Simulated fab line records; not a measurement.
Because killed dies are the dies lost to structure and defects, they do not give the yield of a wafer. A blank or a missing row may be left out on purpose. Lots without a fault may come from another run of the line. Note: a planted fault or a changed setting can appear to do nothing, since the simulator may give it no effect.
Chamber matching / flow n5-finfet / 4 sister chambers for N5_HKMG_FIN_DESCUM_53 on rie-diel-01
The step chemistry O2, time 7.9 s. 18 wafers are shown with their chamber, then 9 later ones without.

WAFERS PAIRED WITH THEIR CHAMBERS
wafer=L076.1; chamber=2; showerhead-plenum-p-Torr (Torr)=2.21; throttle-valve-pct (%)=21.04; drypump-motor-current-A (A)=5.7
wafer=L076.4; chamber=3; showerhead-plenum-p-Torr (Torr)=2.09; throttle-valve-pct (%)=20.38; drypump-motor-current-A (A)=5.7
wafer=L076.6; chamber=2; showerhead-plenum-p-Torr (Torr)=2.21; throttle-valve-pct (%)=21.01; drypump-motor-current-A (A)=5.7
wafer=L078.2; chamber=0; showerhead-plenum-p-Torr (Torr)=1.99; throttle-valve-pct (%)=20.85; drypump-motor-current-A (A)=6.2
wafer=L078.3; chamber=3; showerhead-plenum-p-Torr (Torr)=2.09; throttle-valve-pct (%)=20.41; drypump-motor-current-A (A)=5.8
wafer=L078.6; chamber=1; showerhead-plenum-p-Torr (Torr)=2.17; throttle-valve-pct (%)=20.27; drypump-motor-current-A (A)=6.6
wafer=L080.4; chamber=3; showerhead-plenum-p-Torr (Torr)=2.08; throttle-valve-pct (%)=20.40; drypump-motor-current-A (A)=5.7
wafer=L080.5; chamber=2; showerhead-plenum-p-Torr (Torr)=2.21; throttle-valve-pct (%)=21.03; drypump-motor-current-A (A)=5.7
wafer=L080.6; chamber=3; showerhead-plenum-p-Torr (Torr)=2.08; throttle-valve-pct (%)=20.40; drypump-motor-current-A (A)=5.8
wafer=L081.3; chamber=3; showerhead-plenum-p-Torr (Torr)=2.08; throttle-valve-pct (%)=20.39; drypump-motor-current-A (A)=5.7
wafer=L081.5; chamber=2; showerhead-plenum-p-Torr (Torr)=2.21; throttle-valve-pct (%)=21.04; drypump-motor-current-A (A)=5.7
wafer=L081.6; chamber=3; showerhead-plenum-p-Torr (Torr)=2.08; throttle-valve-pct (%)=20.42; drypump-motor-current-A (A)=5.8
wafer=L083.1; chamber=0; showerhead-plenum-p-Torr (Torr)=1.99; throttle-valve-pct (%)=20.88; drypump-motor-current-A (A)=6.2
wafer=L083.4; chamber=2; showerhead-plenum-p-Torr (Torr)=2.21; throttle-valve-pct (%)=21.05; drypump-motor-current-A (A)=5.7
wafer=L083.6; chamber=0; showerhead-plenum-p-Torr (Torr)=1.99; throttle-valve-pct (%)=20.86; drypump-motor-current-A (A)=6.3
wafer=L084.1; chamber=2; showerhead-plenum-p-Torr (Torr)=2.21; throttle-valve-pct (%)=21.06; drypump-motor-current-A (A)=5.7
wafer=L084.4; chamber=0; showerhead-plenum-p-Torr (Torr)=1.99; throttle-valve-pct (%)=20.85; drypump-motor-current-A (A)=6.3
wafer=L084.6; chamber=3; showerhead-plenum-p-Torr (Torr)=2.08; throttle-valve-pct (%)=20.41; drypump-motor-current-A (A)=5.7

SIGNATURES, as means of the wafers listed above
reading=showerhead-plenum-p-Torr; chamber 0=1.9900; chamber 1=2.1700; chamber 2=2.2100; chamber 3=2.0829; scatter within a chamber=0.00319
reading=throttle-valve-pct; chamber 0=20.8600; chamber 1=20.2700; chamber 2=21.0383; chamber 3=20.4014; scatter within a chamber=0.015
reading=drypump-motor-current-A; chamber 0=6.250; chamber 1=6.600; chamber 2=5.700; chamber 3=5.743; scatter within a chamber=0.044
Rule: a wafer's distance from a chamber is the root of the sum, over the readings, of the square of ((its reading less the chamber's mean) divided by the reading's scatter). The wafer belongs to the nearest chamber; if the next one is less than 2 further off, it can't be placed. The scatter: the root of (the sum of the squares of (reading less its chamber's mean) over the shown wafers, divided by (wafers less chambers)).

WAFERS MISSING THEIR CHAMBER
wafer=L086.2; showerhead-plenum-p-Torr (Torr)=2.08; throttle-valve-pct (%)=20.42; drypump-motor-current-A (A)=5.8
wafer=L086.3; showerhead-plenum-p-Torr (Torr)=2.21; throttle-valve-pct (%)=21.06; drypump-motor-current-A (A)=5.7
wafer=L086.4; showerhead-plenum-p-Torr (Torr)=1.99; throttle-valve-pct (%)=20.88; drypump-motor-current-A (A)=6.3
wafer=L088.1; showerhead-plenum-p-Torr (Torr)=2.20; throttle-valve-pct (%)=21.07; drypump-motor-current-A (A)=5.7
wafer=L088.4; showerhead-plenum-p-Torr (Torr)=2.08; throttle-valve-pct (%)=20.43; drypump-motor-current-A (A)=5.7
wafer=L088.5; showerhead-plenum-p-Torr (Torr)=2.20; throttle-valve-pct (%)=21.08; drypump-motor-current-A (A)=5.7
wafer=L093.1; showerhead-plenum-p-Torr (Torr)=1.98; throttle-valve-pct (%)=20.89; drypump-motor-current-A (A)=6.3
wafer=L093.3; showerhead-plenum-p-Torr (Torr)=2.20; throttle-valve-pct (%)=21.08; drypump-motor-current-A (A)=5.7
wafer=L093.4; showerhead-plenum-p-Torr (Torr)=1.98; throttle-valve-pct (%)=20.91; drypump-motor-current-A (A)=6.3

EACH ONE'S CHAMBER
wafer=L086.2; from the rows above=3; in truth=3
wafer=L086.3; from the rows above=2; in truth=2
wafer=L086.4; from the rows above=0; in truth=0
wafer=L088.1; from the rows above=2; in truth=2
wafer=L088.4; from the rows above=3; in truth=3
wafer=L088.5; from the rows above=2; in truth=2
wafer=L093.1; from the rows above=0; in truth=0
wafer=L093.3; from the rows above=2; in truth=2
wafer=L093.4; from the rows above=0; in truth=0
9 of 9 placed correctly. Can't be placed from these rows: 0. 0 placed wrongly.
